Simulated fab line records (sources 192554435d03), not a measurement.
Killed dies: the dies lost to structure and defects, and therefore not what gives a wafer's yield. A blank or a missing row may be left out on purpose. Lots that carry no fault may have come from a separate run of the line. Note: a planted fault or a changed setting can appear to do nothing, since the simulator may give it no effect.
Struck lot and sound lot, side by side -- flow n5 finfet -- 16 steps out of a route of 1938
Sound: wafers L665.1, L665.2, L665.3. Struck: wafer L679.4 (left out: L679.1, L679.2 of the same lot, which were not struck); the cause appears at the end.
For every step that has rows: the tool of each side, followed by ch and its chambers, followed by its first start. Under that, the readings that differ: sound wafers -- struck wafers -- difference of the means -- sigmas: that difference in standard deviations of wafers without a fault.
alike: readings with means less than 2 such deviations apart, plus words and numbers identical on both sides. not compared: withheld readings, readings lacking a value on some wafer, bounds such as >300 that could conceal the same value, and numbers that have no deviation in the record and whose values overlap.
A row with sigmas, a row that says differs or no value, or rows on one side alone: a step with any of these is where the two part. Numbers that have no deviation but don't overlap get no sigmas and don't part them. Lack of a reading on every wafer of one side parts them only where that side has two or more wafers.

N5_BEOL_M0_SAQP_INSPECT_16: inspects for defects (brightfield).
  sound on defect inspect-01, day 5 14:53; struck on defect inspect-02, day 9 00:47
  alike: raw defect count
then, 1 step without rows for these wafers: N5_BEOL_M0_SAQP_DESCUM_19 (chemistry O2, time 7.9 s).
N5_BEOL_M0_SAQP_ETCH_83: etches SiARC in CF4, target depth 39 nm, time 65 s.
  sound on rie diel-04 ch 1,2,3, day 5 14:57; struck on rie diel-04 ch 0, day 9 01:00
reading,sound,struck,difference,sigmas
rf hours counter h (h),104 196 146,213,+64,
  alike: drypump motor current A, etch rf on time s, oes product au, rf vpp V, showerhead plenum p Torr, throttle valve pct
then, 2 steps without rows for these wafers: N5_BEOL_M0_SAQP_ETCH_84 (etches SOC in N2/H2, target depth 100 nm, overetch 20 nm, time 150 s); N5_BEOL_M0_SAQP_STRIP_80 (strips in N2/H2).
N5_BEOL_M0_SAQP_HM_OPEN_112: chemistry CHF3/O2, target SiO2, stops on a-Si, target depth 12 nm, time 13.5 s.
  sound on rie diel-04 ch 1,2,3, day 5 15:07; struck on rie diel-04 ch 0, day 9 01:10
reading,sound,struck,difference,sigmas
rf hours counter h (h),104 196 147,213,+64,
rf vpp V (V),507 506 505,532,+26,+3
  alike: drypump motor current A, oes product au, showerhead plenum p Torr, throttle valve pct
then, 1 step without rows for these wafers: N5_BEOL_M0_SAQP_STRIP_113 (strips in CHF3/O2).
N5_BEOL_M0_SAQP_MANDREL_ETCH_20: etches a-Si in HBr/Cl2, stops on SiNx, target depth 60 nm, bt time 10 s, time 30 s.
  sound on rie si-05 ch 0,1,3, day 5 15:11; struck on rie si-05 ch 3, day 9 01:15
reading,sound,struck,difference,sigmas
rf hours counter h (h),185 8 23,187,+115,
  alike: HBr_flow_sccm, drypump motor current A, oes product au, throttle valve pct
N5_BEOL_M0_SAQP_STRIP_86: strips in N2/H2.
  sound on rie diel-05 ch 1,2,3, day 5 15:17; struck on rie diel-05 ch 0, day 9 01:21
  alike: bias power w, drypump motor current A, oes product au, rf vpp V, showerhead plenum p Torr, throttle valve pct
  not compared: rf hours counter h
then, 3 steps without rows for these wafers: N5_BEOL_M0_SAQP_STRIP_115 (strips in post etch residue remover, time 60 s); N5_BEOL_M0_SAQP_SRD_93 (time 30 s); N5_BEOL_M0_SAQP_RECESS_114 (chemistry HF/NH3, target SiO2, target depth 14.4 nm, afs cycles 3, sublimation time 60 s).
N5_BEOL_M0_SAQP_SPACER1_ALD_98: deposits SiO2, target thk 12.8 nm, pulse time 1 s, purge time 2 s.
  sound on ald sin-04 ch 0,1,3, day 5 16:17; struck on ald sin-03 ch 1, day 9 01:59
reading,sound,struck,difference,sigmas
heater power w (W),521 446 504,373,-117,-3
susceptor temp C (C),300.11 300.16 300.01,295.21,-4.88,-27
  alike: precursor pulse height rel
N5_BEOL_M0_SAQP_SPACER1_ETCHBACK_99: etches SiO2 in CHF3/O2, target depth 15.4 nm, time 7.7 s.
  sound on rie diel-04 ch 0,1,2, day 5 16:47; struck on rie diel-05 ch 0, day 9 02:28
reading,sound,struck,difference,sigmas
throttle valve pct (%),18.71 18.87 19.08,18.38,-0.51,-2
  alike: drypump motor current A, oes product au, rf vpp V, showerhead plenum p Torr
  not compared: rf hours counter h
-- here the record skips 2 days between the struck wafers' starts before and after, leaving off in module BEOL_M0_SAQP and picking up in module BEOL_M4 (first step shown: number 1111 of the route) --
N5_BEOL_M4_RC_MEAS_101:
  sound on prober-01 ch 0, day 7 14:26; struck on prober-02 ch 0, day 11 09:07
reading,sound,struck,difference,sigmas
DIBL_P (mV/V),38.6 37.6 37.0,33.6,-4.1,-2
SS_N (mV/dec),71.5 71.9 71.6,70.5,-1.2,-2
  alike: DIBL_N, IOFF_N, IOFF_P, ION_N, ION_P, SS_P, VT_N, VT_P
after that, 1 step had no rows for these wafers: N5_PASSIVATION_PROBE_49.

## WHERE THEY PART
First at N5_BEOL_M0_SAQP_HM_OPEN_112; last, within this record, at N5_BEOL_M4_RC_MEAS_101.

WHY: the cause the simulator had injected
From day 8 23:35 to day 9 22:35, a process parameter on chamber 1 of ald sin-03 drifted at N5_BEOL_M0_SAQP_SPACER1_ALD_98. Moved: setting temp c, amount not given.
